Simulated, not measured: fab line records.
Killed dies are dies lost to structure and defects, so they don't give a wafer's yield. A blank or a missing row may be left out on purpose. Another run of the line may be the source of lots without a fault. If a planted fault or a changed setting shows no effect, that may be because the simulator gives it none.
fab line records -- flow n5-finfet
record lots=4, wafers=12, last-day=18
route steps=1938 shown BEOL_M4@1099 BEOL_M5@1112 BEOL_M7@1284 PASSIVATION@1936
lots untouched by any fault: they come from a run of this same line in which no faults occurred
start-h: start of the lot's first displayed wafer, in hours after the record's first day -- wait-h: hours since the lot's step before -- " the same as in the row above -- L1.1+2: a single row standing in for several wafers -- - either no value or no given start -- * or withheld: withheld -- < > ~ a bound
route shown NAME@n: a module of which the file shows steps, and the number in the route of the first -- usual: mean/standard deviation taken from wafers without a fault -- same: alike in all rows -- chamber/n: place in a boat -- sites: each site's reading -- _std_site: their standard deviation -- _edge_site: outer sites' mean less inner sites' -- radius-mm: how far each site lies from the wafer's centre -- mask NAME#n: copy n -- behind: the most recent tool/chamber to have shaped the wafer -- hold: what put the lot on hold/how long, in hours/how the hold closed -- device: whichever transistor did not switch (one of n, p or np) -- end of line: tests run on the same wafers once the route is complete -- a step without rows: its recipe alone -- killed: count of dies lost to structure and defects at first sort (not the wafer's yield) -- map: a wafer's dies, marking killed ones x, the rest . and places with no die _
set.NAME: the run value of the setting; set.NAME@STEP: its run value at that earlier step -- model.NAME: the simulator's own value behind a step, which no gauge read
lots at selected steps of the route; one table per step, one row per wafer
services: from which hour (start-h, from the record's first day; less than 0 if before it) a tool's chamber was out of use, for how many hours, and why
## steps
# step N5_BEOL_M4_ANNEAL_95
# recipe temp-c=400, time-s=240, ambient=vacuum
# step N5_BEOL_M4_SPUTTER_96
# recipe material=Cu, target-thk-a=45, temp-c=-20, chamber-pressure-pa=0.07, power-w=withheld, time-s=8.29
# step N5_BEOL_M4_ECD_50
# recipe material=Cu, target-thk-a=3000
# step N5_BEOL_M4_ANNEAL_51
# recipe temp-c=225, time-s=90, ambient=N2
# step N5_BEOL_M4_CMP_52
# recipe stop-on=SiOC, t-overpolish-s=6.8, down-force-psi=1, platen-rpm=50, clearing-platen-down-force-psi=1.5, clearing-platen-rpm=50, post-cmp-clean=cu-alkaline, target-thk-nm=40, clearing-platen-pad-velocity-m-s=0.99484, pad-velocity-m-s=0.99484
# step N5_BEOL_M4_PRE_CLEAN_60
# recipe gas=NH3/H2, time-s=15, temp-c=*, rf-power-w=300
# step N5_BEOL_M4_CO_CAP_55
# recipe material=Co, target-thk-a=20, temp-c=200, precursor=CCTBA/H2, pressure-torr=30, time-s=102.1
# step N5_BEOL_M4_PRE_CLEAN_56
# recipe gas=NH3, time-s=15, temp-c=withheld, rf-power-w=300
# step N5_BEOL_M4_DEP_57
# recipe material=SiCN, target-thk-a=80, temp-c=withheld, precursor=3MS/NH3, pressure-torr=3, rf-w=202, time-s=14
# step N5_BEOL_M4_RC_MEAS_101
# usual DIBL_N=37.2/2.5, DIBL_P=38/3, IOFF_N=0.17/0.044, IOFF_P=0.24/0.059, ION_N=667/13, ION_P=461/7.9, SS_N=71.8/0.86, SS_P=73.6/0.92, VT_N=250/4.1, VT_P=-249/3.9
lot.wafer,tool,chamber,start-h,wait-h,DIBL_N[mV/V],DIBL_P[mV/V],IOFF_N[nA/um],IOFF_P[nA/um],ION_N[uA/um],ION_P[uA/um],SS_N[mV/dec],SS_P[mV/dec],VT_N[mV],VT_P[mV]
L367.1,prober-01,0,178.80,0.0,38.8,39,0.20,0.26,678,464,72.4,73.1,247,-247
L367.4,prober-01,0,178.80,0.0,34.9,34,0.12,0.17,654,453,71.8,72.8,252,-252
L367.5,prober-01,0,178.80,0.0,41.2,42,0.25,0.32,699,479,73.4,74.8,244,-243
L386.1,prober-01,0,290.74,0.0,39.6,40,0.22,0.31,688,469,72.0,74.3,244,-244
L386.4,prober-01,0,290.74,0.0,39.8,42,0.22,0.36,683,472,72.2,74.0,246,-240
L386.5,prober-01,0,290.74,0.0,35.1,35,0.12,0.22,648,456,71.3,72.8,252,-249
L387.1,prober-02,0,308.25,0.0,36.7,38,0.15,0.21,664,457,71.7,73.5,253,-253
L387.3,prober-02,0,308.25,0.0,40.4,42,0.23,0.28,681,467,73.5,74.7,247,-250
L387.4,prober-02,0,308.25,0.0,38.8,41,0.20,0.27,670,457,72.7,74.5,246,-249
L389.1,prober-02,0,314.09,0.0,31.5,33,0.09,0.15,642,449,70.5,72.2,260,-256
L389.4,prober-02,0,314.09,0.0,34.6,34,0.13,0.17,657,447,70.6,72.6,256,-253
L389.5,prober-02,0,314.09,0.0,35.4,35,0.14,0.18,660,454,71.4,72.5,252,-253
# step N5_BEOL_M5_ILD_DEP_00
# recipe material=SiCOH_lowk, target-thk-a=1406.4, temp-c=300, precursor=DEMS/porogen, pressure-torr=5, rf-w=500, time-s=25.9
# step N5_BEOL_M5_CURE_79
# recipe temp-c=385, time-s=240, ambient=He/Ar, material=SiCOH_lowk
# step N5_BEOL_M5_PECVD_70
# recipe material=SiO2, target-thk-a=160, temp-c=400, precursor=TEOS/O2, pressure-torr=5.5, rf-w=450, teos-flow-sccm=53.8, gas=O2, flow-sccm=3000, time-s=18
# step N5_BEOL_M5_HM_DEP_02
# recipe material=TiN, target-thk-a=200, temp-c=25, chamber-pressure-pa=0.49996
# step N5_BEOL_M5_COAT_59
# recipe resist=SOC, temp-c=250, time-s=60, spin-rpm=1500, resist-thk-nm=60
# step N5_BEOL_M5_COAT_60
# recipe resist=SiARC, temp-c=220, time-s=60, spin-rpm=1500, resist-thk-nm=12
# step N5_BEOL_M5_COAT_71
# recipe resist=underlayer, temp-c=205, time-s=60, spin-rpm=1500, resist-thk-nm=5
# step N5_BEOL_M5_COAT_05
# recipe resist=CAR-EUV, spin-rpm=1500, resist-thk-nm=30
# step N5_BEOL_M5_EBR_07
# recipe solvent=PGMEA, ebr-width-mm=1.5
# step N5_BEOL_M5_SOFTBAKE_06
# recipe temp-c=110, time-s=60, resist=CAR-EUV
# step N5_BEOL_M5_EXPOSE_08
# recipe mask-id=M5, na=0.33, source-shape=annular, sigma-inner=0.4, sigma-outer=0.8, polarization=unpolarized, target-cd-nm=28, dose-mj=35.75
# step N5_BEOL_M5_PEB_09
# recipe peb-temp-c=100, peb-time-s=60, resist=CAR-EUV
# step N5_BEOL_M5_DEVELOP_10
# recipe develop-time-s=30, developer=TMAH, resist=CAR-EUV, rinse-liquid=surfactant-rinse, dry=air-spin, dev-temp-c=23
# step N5_BEOL_M5_DESCUM_16
# recipe chemistry=O2, time-s=7, source-power-w=50, bias-power-w=20, pressure-mtorr=20, rf-frequency-hz=2.712e+07, temp-c=40, resist=CAR-EUV, o2-flow-sccm=225
# step N5_BEOL_M5_ETCH_72
# recipe chemistry=N2/H2, target=underlayer, target-depth-a=65, mask-material=CAR-EUV, time-s=5.2, ion-energy-ev=200, pressure-mtorr=30, source-w=840, bias-w=150, n2-flow-sccm=200, h2-flow-sccm=200, ends=cleared
# step N5_BEOL_M5_ETCH_61
# recipe chemistry=CF4, target=SiARC, target-depth-a=156, mask-material=CAR-EUV, time-s=26, ion-energy-ev=80, pressure-mtorr=40, source-w=545, bias-w=36, Ar_flow_sccm=100, cf4-flow-sccm=100, ends=cleared
# step N5_BEOL_M5_ETCH_62
# recipe chemistry=N2/H2, target=SOC, target-depth-a=750, overetch-a=150, mask-material=SiARC, temp-c=40, time-s=112.5, ion-energy-ev=200, pressure-mtorr=30, source-w=840, bias-w=150, n2-flow-sccm=200, h2-flow-sccm=200
# step N5_BEOL_M5_STRIP_63
# recipe chemistry=N2/H2, temp-c=40, n2-flow-sccm=200, h2-flow-sccm=200, rf-frequency-hz=6e+07
# step N5_BEOL_M5_STRIP_73
# recipe chemistry=N2/H2, temp-c=40, n2-flow-sccm=200, h2-flow-sccm=200, rf-frequency-hz=6e+07
# step N5_BEOL_M5_STRIP_64
# recipe chemistry=CF4, resist=SiARC, power-w=300, bias-power-w=75, pressure-mtorr=50, cf4-flow-sccm=150, rf-frequency-hz=6e+07
# step N5_BEOL_M5_HM_OPEN_17
# recipe chemistry=Cl2/BCl3, target-depth-a=200, overetch-a=60, target=TiN, mask-material=SOC, ion-energy-ev=150, pressure-mtorr=10, icp-w=1000, bias-w=126, Cl2_flow_sccm=53.25, bcl3-flow-sccm=21.75, Ar_flow_sccm=25
# step N5_BEOL_M5_STRIP_19
# recipe chemistry=O2, power-w=400, temp-c=40, pressure-mtorr=30, rf-frequency-hz=6e+07, bias-power-w=0, overash-fraction=0.2, o2-flow-sccm=225
# step N5_BEOL_M5_COAT_65
# recipe resist=SOC, temp-c=250, time-s=60, spin-rpm=1500, resist-thk-nm=60
# step N5_BEOL_M5_COAT_66
# recipe resist=SiARC, temp-c=220, time-s=60, spin-rpm=1500, resist-thk-nm=12
# step N5_BEOL_M7_HM_OPEN_17
# recipe chemistry=Cl2/BCl3, target-depth-a=200, overetch-a=60, target=TiN, mask-material=SOC, ion-energy-ev=150, pressure-mtorr=10, icp-w=1000, bias-w=126, Cl2_flow_sccm=53.25, bcl3-flow-sccm=21.75, Ar_flow_sccm=25
# usual bias-w=126.0/0.36, drypump-motor-current-A=5.7/0.36, oes-product-au=0.69/0.1, throttle-valve-pct=22.18/0.21
lot.wafer,tool,chamber,start-h,wait-h,bias-w,drypump-motor-current-A,oes-product-au,rf-hours-counter-h,throttle-valve-pct,model.etch.depth-nm,model.SOC_of_BEOL_M7_COAT_59.thk-nm
L367.1,rie-metal-02,0,203.47,0.0,126.0,5.8,0.83,2,22.14,20.45,91.6
L367.4,rie-metal-02,0,203.47,0.0,125.9,5.8,0.81,-,22.17,20.26,92
L367.5,rie-metal-02,1,203.47,0.0,126.1,5.8,0.53,-,22.39,20.35,91.4
L386.1,rie-metal-02,0,314.35,0.0,125.7,5.8,0.75,11,22.19,19.65,92.6
L386.4,rie-metal-02,0,314.35,0.0,126.1,5.8,0.61,-,22.40,13.06,96
L386.5,rie-metal-02,0,314.35,0.0,126.0,5.8,0.61,-,22.42,13.09,96.2
L387.1,rie-metal-02,1,335.81,0.1,125.5,5.8,0.75,8,22.13,19.75,91
L387.3,rie-metal-02,0,335.81,0.1,125.5,5.8,0.74,-,22.17,19.86,92
L387.4,rie-metal-02,1,335.81,0.1,125.7,5.7,0.64,-,22.28,15.18,95.4
L389.1,rie-metal-01,1,343.52,0.0,125.9,5.1,0.86,1,21.88,20.43,92
L389.4,rie-metal-01,0,343.52,0.0,125.8,6.2,0.74,-,21.70,20.29,92
L389.5,rie-metal-01,1,343.52,0.0,126.2,5.0,0.86,-,21.87,20.59,92
# step N5_BEOL_M7_VIA_ETCH_34
# recipe chemistry=C4F6/O2, target=SiCOH_lowk, target-depth-a=1255, mask-material=SOC, taper-deg=4, time-s=50.5, ion-energy-ev=250, pressure-mtorr=30, source-w=345, bias-w=185, Ar_flow_sccm=300, C4F6_flow_sccm=10, O2_flow_sccm=10
# usual bias-w=185.0/0.61, drypump-motor-current-A=5.8/0.49, oes-product-au=0.80/0.075, rf-vpp-V=667/24, showerhead-plenum-p-Torr=2.85/0.09, throttle-valve-pct=20.84/0.2
lot.wafer,tool,chamber,start-h,wait-h,bias-w,drypump-motor-current-A,oes-product-au,rf-hours-counter-h,rf-vpp-V,showerhead-plenum-p-Torr,throttle-valve-pct
L367.1,rie-diel-01,0,204.52,0.0,185.3,5.5,0.89,33,675,2.81,20.79
L367.4,rie-diel-01,3,204.52,0.0,183.4,6.0,0.85,59,632,2.93,21.05
L367.5,rie-diel-01,1,204.52,0.0,185.0,5.4,0.84,-,682,2.81,20.59
L386.1,rie-diel-03,2,315.61,0.0,184.5,5.8,0.75,152,655,2.86,20.87
L386.4,rie-diel-03,1,315.61,0.0,184.9,6.6,0.28,200,683,2.79,20.69
L386.5,rie-diel-03,2,315.61,0.0,185.1,5.8,0.28,-,654,2.86,20.73
L387.1,rie-diel-03,2,342.75,0.0,184.6,5.8,0.73,159,653,2.86,20.88
L387.3,rie-diel-03,0,342.75,0.0,184.7,6.0,0.78,111,693,2.83,20.88
L387.4,rie-diel-03,1,342.75,0.0,185.4,6.6,0.28,207,682,2.79,20.73
L389.1,rie-diel-01,1,344.78,0.0,184.6,5.4,0.79,82,680,2.79,20.67
L389.4,rie-diel-01,3,344.78,0.0,185.4,6.0,0.79,-,631,2.91,21.12
L389.5,rie-diel-01,1,344.78,0.0,186.1,5.4,0.80,-,680,2.79,20.68
# step N5_BEOL_M7_OCD_MEAS_38
# usual trench-depth-nm=93.0/2.2
lot.wafer,tool,chamber,start-h,wait-h,trench-depth-nm
L367.1,ocd-02,-,204.77,-,98.4
L367.4,ocd-02,-,204.77,-,91.0
L367.5,ocd-02,-,204.77,-,91.0
L386.1,ocd-01,-,315.86,-,91.4
L386.4,ocd-01,-,315.86,-,-
L386.5,ocd-01,-,315.86,-,-
L387.1,ocd-01,-,343.00,-,92.1
L387.3,ocd-01,-,343.00,-,94.6
L387.4,ocd-01,-,343.00,-,0.1
L389.1,ocd-02,-,345.03,-,91.5
L389.4,ocd-02,-,345.03,-,93.5
L389.5,ocd-02,-,345.03,-,92.9
# step N5_BEOL_M7_CD_MEAS_35
# recipe target-cd-nm=40, polarity=opening
# usual cd-nm=39.7/0.76
lot.wafer,tool,chamber,start-h,wait-h,cd-nm
L367.1,cd-sem-02,-,204.92,0.0,39.6
L367.4,cd-sem-02,-,204.92,0.0,39.7
L367.5,cd-sem-02,-,204.92,0.0,39.9
L386.1,cd-sem-01,-,316.01,0.0,39.6
L386.4,cd-sem-01,-,316.01,0.0,-
L386.5,cd-sem-01,-,316.01,0.0,-
L387.1,cd-sem-02,-,343.15,0.0,39.8
L387.3,cd-sem-02,-,343.15,0.0,38.6
L387.4,cd-sem-02,-,343.15,0.0,-
L389.1,cd-sem-03,-,345.19,0.0,40.6
L389.4,cd-sem-03,-,345.19,0.0,39.5
L389.5,cd-sem-03,-,345.19,0.0,38.4
# step N5_PASSIVATION_PROBE_49
# usual defect-limited-yield=91.5/1.4, killed_at_M0_to_M3=32/11, killed_at_M4_up=12/4.4, killed-at-contacts=13/6.1, killed-at-front-end=39/12, killed-at-other=3.9/3, killed-dies=100/17, killed-on-rim=13/3.9, killed-open=66/12, killed-short=33/7.4, sort_bin_5_function=5.0/0.95, sort_bin_6_memory=3.2/0.66, sort-n-pass=1079/17, sort-yield-pct=91.4/1.5
# same gross-dies=1180, killed-at-back-side=0, sort_bin_4_leakage[%]=0, sort_bin_8_speed[%]=0
lot.wafer,tool,chamber,start-h,wait-h,defect-limited-yield[%],killed_at_M0_to_M3,killed_at_M4_up,killed-at-contacts,killed-at-front-end,killed-at-other,killed-dies,killed-on-rim,killed-open,killed-short,sort_bin_5_function[%],sort_bin_6_memory[%],sort-n-pass,sort-yield-pct[%]
L367.1,prober-01,-,293.25,0.0,91.7,52,6,14,22,4,98,18,68,29,5.0,3.1,1082,91.7
L367.4,prober-01,-,293.40,0.2,91.4,45,11,8,34,3,101,11,80,21,5.3,3.1,1079,91.4
L367.5,prober-01,-,293.45,0.2,91.6,52,6,6,28,7,99,20,69,30,4.1,4.0,1081,91.6
L386.1,prober-02,-,396.72,0.0,94.5,17,16,13,14,5,65,12,50,15,3.2,2.2,1115,94.5
L386.4,prober-02,-,396.87,0.2,0,19,1110,8,43,0,1180,152,56,24,96.9,2.9,0,0
L386.5,prober-02,-,396.92,0.2,0,22,1114,15,26,3,1180,152,55,23,97.1,2.9,0,0
L387.1,prober-01,-,421.74,0.0,91.1,29,7,14,48,7,105,12,66,36,5.0,3.3,1075,91.1
L387.3,prober-01,-,421.84,0.1,91.0,23,8,14,59,2,106,12,63,39,5.8,2.9,1074,91.0
L387.4,prober-01,-,421.89,0.2,0.2,35,1071,17,54,1,1178,152,82,40,94.9,4.7,2,0.2
# killed by level:class
L367.1 BEOL_M2:geometric-particle:open=24 MOL_CONTACT_COAG:geometric-particle:open=10 DUMMY_GATE:geometric-particle:open=6 BEOL_M3:geometric-particle:open=6 BEOL_M3:geometric-particle:short=6 MOL_CONTACT_COAG:geometric-particle:short=4 BEOL_M1:geometric-particle:short=4 STARTING-WAFER:geometric-particle:open=4
L367.4 BEOL_M2:geometric-particle:open=16 BEOL_M3:geometric-particle:open=15 FIN_SAQP:geometric-particle:open=7 MOL_CONTACT_COAG:geometric-particle:open=6 BEOL_M4:geometric-particle:open=6 STI_FIN_REVEAL:geometric-particle:open=5 DUMMY_GATE:geometric-particle:open=5 BEOL_M1:geometric-particle:open=4
L367.5 BEOL_M2:geometric-particle:open=12 BEOL_M0_SAQP:geometric-particle:open=11 BEOL_M3:geometric-particle:open=11 BEOL_M0_SAQP:geometric-particle:short=10 DUMMY_GATE:geometric-particle:open=8 MOL_CONTACT_COAG:geometric-particle:open=5 FIN_SAQP:geometric-particle:short=4 PAD_METAL:geometric-particle:open=4
L386.1 MOL_CONTACT_COAG:geometric-particle:open=12 BEOL_M0_SAQP:geometric-particle:open=5 BEOL_M1:geometric-particle:open=4 BEOL_M3:geometric-particle:open=4 BEOL_M4:geometric-particle:open=4 GATE_CUT:geometric-particle:open=3 BEOL_M0_SAQP:geometric-particle:short=3 BEOL_M8:geometric-particle:open=3
L386.4 BEOL_M7:area-open=1100 DUMMY_GATE:geometric-particle:open=11 GATE_CUT:geometric-particle:short=9 FIN_SAQP:geometric-particle:open=8 MOL_CONTACT_COAG:geometric-particle:open=7 BEOL_M0_SAQP:geometric-particle:open=5 BEOL_M3:geometric-particle:open=5 BEOL_M4:geometric-particle:open=4
L386.5 BEOL_M7:area-open=1101 MOL_CONTACT_COAG:geometric-particle:open=15 STI_FIN_REVEAL:geometric-particle:open=8 DUMMY_GATE:geometric-particle:open=5 BEOL_M0_SAQP:geometric-particle:short=5 FIN_SAQP:geometric-particle:open=4 GATE_CUT:geometric-particle:short=4 BEOL_M0_SAQP:geometric-particle:open=4
L387.1 MOL_CONTACT_COAG:geometric-particle:open=11 FIN_SAQP:geometric-particle:short=8 FIN_SAQP:geometric-particle:open=8 BEOL_M2:geometric-particle:open=8 STI_FIN_REVEAL:geometric-particle:open=6 GATE_CUT:geometric-particle:short=5 GATE_CUT:geometric-particle:open=5 BEOL_M0_SAQP:geometric-particle:short=5
L387.3 STI_FIN_REVEAL:geometric-particle:open=13 FIN_SAQP:geometric-particle:short=12 FIN_SAQP:geometric-particle:open=9 MOL_CONTACT_COAG:geometric-particle:open=7 MOL_CONTACT_COAG:geometric-particle:short=6 BEOL_M3:geometric-particle:open=6 GATE_CUT:geometric-particle:short=5 BEOL_M1:geometric-particle:open=5
L387.4 BEOL_M7:area-open=1056 MOL_CONTACT_COAG:geometric-particle:open=14 FIN_SAQP:geometric-particle:open=13 FIN_SAQP:geometric-particle:short=13 STI_FIN_REVEAL:geometric-particle:open=9 BEOL_M1:geometric-particle:open=7 BEOL_M2:geometric-particle:short=7 BEOL_M3:geometric-particle:open=7
# map L386.4 (x killed, . not)
_________________xxxxxxxxxxxx________________
______________xxxxxxxxxxxxxxxxxx_____________
___________xxxxxxxxxxxxxxxxxxxxxxxx__________
__________xxxxxxxxxxxxxxxxxxxxxxxxxx_________
________xxxxxxxxxxxxxxxxxxxxxxxxxxxxxx_______
_______xxxxxxxxxxxxxxxxxxxxxxxxxxxxxxxx______
______xxxxxxxxxxxxxxxxxxxxxxxxxxxxxxxxxx_____
_____xxxxxxxxxxxxxxxxxxxxxxxxxxxxxxxxxxxx____
____xxxxxxxxxxxxxxxxxxxxxxxxxxxxxxxxxxxxxx___
___xxxxxxxxxxxxxxxxxxxxxxxxxxxxxxxxxxxxxxxx__
___xxxxxxxxxxxxxxxxxxxxxxxxxxxxxxxxxxxxxxxx__
__xxxxxxxxxxxxxxxxxxxxxxxxxxxxxxxxxxxxxxxxxx_
__xxxxxxxxxxxxxxxxxxxxxxxxxxxxxxxxxxxxxxxxxx_
_xxxxxxxxxxxxxxxxxxxxxxxxxxxxxxxxxxxxxxxxxxxx
_xxxxxxxxxxxxxxxxxxxxxxxxxxxxxxxxxxxxxxxxxxxx
_xxxxxxxxxxxxxxxxxxxxxxxxxxxxxxxxxxxxxxxxxxxx
_xxxxxxxxxxxxxxxxxxxxxxxxxxxxxxxxxxxxxxxxxxxx
_xxxxxxxxxxxxxxxxxxxxxxxxxxxxxxxxxxxxxxxxxxxx
_xxxxxxxxxxxxxxxxxxxxxxxxxxxxxxxxxxxxxxxxxxxx
_xxxxxxxxxxxxxxxxxxxxxxxxxxxxxxxxxxxxxxxxxxxx
_xxxxxxxxxxxxxxxxxxxxxxxxxxxxxxxxxxxxxxxxxxxx
__xxxxxxxxxxxxxxxxxxxxxxxxxxxxxxxxxxxxxxxxxx_
__xxxxxxxxxxxxxxxxxxxxxxxxxxxxxxxxxxxxxxxxxx_
___xxxxxxxxxxxxxxxxxxxxxxxxxxxxxxxxxxxxxxxx__
___xxxxxxxxxxxxxxxxxxxxxxxxxxxxxxxxxxxxxxxx__
____xxxxxxxxxxxxxxxxxxxxxxxxxxxxxxxxxxxxxx___
_____xxxxxxxxxxxxxxxxxxxxxxxxxxxxxxxxxxxx____
______xxxxxxxxxxxxxxxxxxxxxxxxxxxxxxxxxx_____
_______xxxxxxxxxxxxxxxxxxxxxxxxxxxxxxxx______
________xxxxxxxxxxxxxxxxxxxxxxxxxxxxxx_______
__________xxxxxxxxxxxxxxxxxxxxxxxxxx_________
___________xxxxxxxxxxxxxxxxxxxxxxxx__________
______________xxxxxxxxxxxxxxxxxx_____________
_________________xxxxxxxxxxxx________________
# map L387.4 (x killed, . not)
_________________xxxxxxxxxxxx________________
______________xxxxxxxxxxxxxxxxxx_____________
___________xxxxxxxxxxxxxxxxxxxxxxxx__________
__________xxxxxxxxxxxxxxxxxxxxxxxxxx_________
________xxxxxxxxxxxxxxxxxxxxxxxxxxxxxx_______
_______xxxxxxxxxxxxxxxxxxxxxxxxxxxxxxxx______
______xxxxxxxxxxxxxx.xxxxxxxxxxxxxxxxxxx_____
_____xxxxxxxxxxxxxxxxxxxxxxxxxxxxxxxxxxxx____
____xxxxxxxxxxxxxxxxxxxxxxxxxxxxxxxxxxxxxx___
___xxxxxxxxxxxxxxxxxxxxxxxxxxxxxxxxxxxxxxxx__
___xxxxxxxxxxxxxxxxxxxxxxxxxxxxxxxxxxxxxxxx__
__xxxxxxxxxxxxxxxxxxxxxxxxxxxxxxxxxxxxxxxxxx_
__xxxxxxxxxxxxxxxxxxxxxxxxxxxxxxxxxxxxxxxxxx_
_xxxxxxxxxxxxxxxxxxxxxxxxxxxxxxxxxxxxxxxxxxxx
_xxxxxxxxxxxxxxxxxxxxxxxxxxxxxxxxxxxxxxxxxxxx
_xxxxxxxxxxxxxxxxxxxxxxxxxxxxxxxxxxxxxxxxxxxx
_xxxxxxxxxxxxxxxxxxxxxxxxxxxxxxxxxxxxxxxxxxxx
_xxxxxxxxxxxxxxxxxxxxxxxxxxxxxxxxxxxxxxxxxxxx
_xxxxxxxxxxxxxxxxxxxxxxxxxxxxxxxxxxxxxxxxxxxx
_xxxxxxxxxxxxxxxxxxxxxxxxxxxxxxxxxxxxxxxxxxxx
_xxxxxxxxxxxxxxxxxxxxxxxxxxxxxxxxxxxxxxxxxxxx
__xxxxxxxxxxxxxxxxxxxxxxxxxxxxxxxxxxxxxxxxxx_
__xxxxxxxxxxxxxxxxxxxxxxxxxxxxxxxxxxxxxxxxxx_
___xxxxxxxxxxxxxxxxxxxxxxxxxxxxxxxxxxxxxxxx__
___xxxxxxxxxxxxxxxx.xxxxxxxxxxxxxxxxxxxxxxx__
____xxxxxxxxxxxxxxxxxxxxxxxxxxxxxxxxxxxxxx___
_____xxxxxxxxxxxxxxxxxxxxxxxxxxxxxxxxxxxx____
______xxxxxxxxxxxxxxxxxxxxxxxxxxxxxxxxxx_____
_______xxxxxxxxxxxxxxxxxxxxxxxxxxxxxxxx______
________xxxxxxxxxxxxxxxxxxxxxxxxxxxxxx_______
__________xxxxxxxxxxxxxxxxxxxxxxxxxx_________
___________xxxxxxxxxxxxxxxxxxxxxxxx__________
______________xxxxxxxxxxxxxxxxxx_____________
_________________xxxxxxxxxxxx________________
## services
tool,chamber,start-h,hours,kind
rie-metal-02,1,242.07,-,clean
rie-metal-02,1,242.07,20.0,scheduled-down
rie-metal-02,1,242.07,20.0,vent-cycle
rie-diel-03,3,256.81,3.9,repair
rie-metal-02,0,281.18,8.2,repair
rie-metal-01,-,282.30,2.8,pm
rie-metal-01,1,313.16,2.2,repair
rie-diel-01,0,339.95,5.7,repair
rie-metal-02,-,342.30,1.0,repair
## key
first-sign step=N5_BEOL_M7_VIA_ETCH_34, reading=oes-product-au, direction=down, sigmas=7, usual=0.80, struck=0.28
effect step=N5_BEOL_M7_OCD_MEAS_38, reading=trench-depth-nm, direction=missing
effect step=N5_BEOL_M7_CD_MEAS_35, reading=cd-nm, direction=missing
effect step=N5_PASSIVATION_PROBE_49, reading=killed_at_M4_up, direction=up, sigmas=99+, usual=12, struck=1098
model-effect step=N5_BEOL_M7_HM_OPEN_17, value=etch.depth-nm, without=19.64, struck=13.78
more-kills-born-at N5_BEOL_M7_HM_OPEN_17@rie-metal-02=3257
met-at N5_BEOL_M7_HM_OPEN_17
struck-wafers L386.4,L386.5,L387.4
later-rows-left-out L386.4,L386.5,L387.4
onset-between 203.47 314.35
fault kind=process-parameter-drift, tool=rie-metal-02, chamber=-, onset-h=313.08, steps=N5_BEOL_M7_HM_OPEN_17, channel=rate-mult, offset=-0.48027, shape=step, end-h=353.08, scope=struck-wafers-only
# later-rows-left-out: the simulator's readings of these wafers behind a module that went badly wrong aren't trusted and aren't shown, but for the sort
